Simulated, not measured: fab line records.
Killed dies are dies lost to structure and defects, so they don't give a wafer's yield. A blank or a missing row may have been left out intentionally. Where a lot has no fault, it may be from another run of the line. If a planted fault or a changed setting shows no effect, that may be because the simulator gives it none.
Code-filled problem report in 8D (eight disciplines) form ; flow n5-finfet ; the parts of the form that need people (team, actions taken, sign-off) are left out

1. WHAT IS WRONG
Wafers without a fault read 69, standard deviation 21; raw-defect-count at N5_BEOL_M3_INSPECT_59 reads a mean of 873 on 2 wafers belonging to 2 lots. That puts it +38 standard deviations away from the usual mean.
The step: inspects for defects (darkfield).
First observed at day 10 12:30: wafer L147.2, on defect-inspect-02. At this step, 26 wafers from 9 lots have a number in the record. By rule, "out" or "out of limits" means more than 4 standard deviations away from the usual mean. The rest of the wafers with a number are treated as sound.

2. WHAT IT IS, WHAT IT ISN'T
question;is;is not
which readings at this step;raw-defect-count;-
which lots;L147, L150;L135, L136, L138, L140, L143, L149, L153
which wafers of those lots;L147.2, L150.6;L147.3, L147.5, L150.4, L150.5
read on which gauges;defect-inspect-02;defect-inspect-01
when;from day 10 12:30;"up to then (16 sound wafers); but 8 sound wafers of L149, L150, L153 came after"

3. THE SUSPECTS, EACH WITH WHAT RULES IT OUT
Counting: if a tool at a process step up to the reading ran every lot that is out, it stays a suspect. Sound lots after the first of them don't rule it out here, since some wafers of a struck lot are sound.
- the gauge at N5_BEOL_M3_INSPECT_59 has been ruled out. All the wafers that are out were read on defect-inspect-02, but those of them that N5_PASSIVATION_PROBE_49 has rows for are out there too, on other tools.
- pvd-sputter-01 at N5_BEOL_M3_SPUTTER_92 (material Cu, target thk 4.5 nm, time 8.29 s): kept. It ran every lot that is out, first L147 (day 10 10:50).
- pvd-sputter-01 at N5_BEOL_M3_SPUTTER_94 (material Cu, target thk 4.5 nm, time 8.29 s): kept. It ran every lot that is out, first L147 (day 10 11:03).
- cvd-co-02 at N5_BEOL_M3_PRE_CLEAN_60 (time 15 s): kept. Ran every lot that is out, first one L147 (day 10 12:15); last sound lot up to then L143 (day 9 09:39).
- Within cvd-co-02 at N5_BEOL_M3_PRE_CLEAN_60: the wafers that are out ran in chamber 1; their sound lot-mates ran in chambers 0, 2.
Still standing after the count: pvd-sputter-01 at N5_BEOL_M3_SPUTTER_92, pvd-sputter-01 at N5_BEOL_M3_SPUTTER_94, cvd-co-02 at N5_BEOL_M3_PRE_CLEAN_60.

4. THE CAUSE (what the simulator had put in)
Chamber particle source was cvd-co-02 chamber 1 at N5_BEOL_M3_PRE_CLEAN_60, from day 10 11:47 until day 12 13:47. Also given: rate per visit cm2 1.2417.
Counting left 3 suspects, and this tool is among them.

5. SEQUENCE OF EFFECTS, ordered by route
Each row: a reading whose mean over the struck wafers that have a number lies more than 3 standard deviations from the usual. Only readings for which the record gives a usual standard deviation are gone through. hours: the time from each lot's start at the first step in this table that gives one to its start at this step, as a median over the lots. sigmas: the change in usual standard deviations.
hours;step;reading;usual;on struck wafers;change;sigmas
0;N5_BEOL_M3_INSPECT_59;raw-defect-count;69;873;+804;+38
2;N5_BEOL_M4_INSPECT_13;raw-defect-count;381;1138;+756;+8.5
2;N5_BEOL_M4_INSPECT_30;raw-defect-count;381;1156;+774;+9.0
119;N5_PASSIVATION_PROBE_49;defect-limited-yield;91.2 %;85.5;-5.7;-4.1
119;N5_PASSIVATION_PROBE_49;killed_at_M0_to_M3;32;96;+64;+6.4
119;N5_PASSIVATION_PROBE_49;killed-dies;104;171;+67;+3.9
119;N5_PASSIVATION_PROBE_49;killed-on-rim;14;28;+14;+3.8
119;N5_PASSIVATION_PROBE_49;sort_bin_5_function;5.2 %;8.8;+3.6;+3.9
119;N5_PASSIVATION_PROBE_49;sort-n-pass;1075;1009;-66;-4.1
119;N5_PASSIVATION_PROBE_49;sort-yield-pct;91.1 %;85.5;-5.6;-4.0
The process steps in it:
- N5_PASSIVATION_PROBE_49
Later steps that measure or inspect, where all struck wafers having a row at the step show a number for every such reading and not one has moved that far: N5_BEOL_M4_RC_MEAS_101.

6. HOW IT WOULD HAVE BEEN CAUGHT EARLIER
In this record the first reading out of limits at a measuring or inspecting step was taken at day 10 12:30, 1 hour after the fault began at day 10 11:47.
No tool reading at N5_BEOL_M3_PRE_CLEAN_60 that has a usual standard deviation in the record was out on any struck wafer, so an alarm limit of 4 standard deviations on those readings would not have fired.
L150, from the lots that are out (2), started N5_BEOL_M3_PRE_CLEAN_60 on cvd-co-02 later than day 10 12:30. A tool hold placed at that time would have kept it from harm.
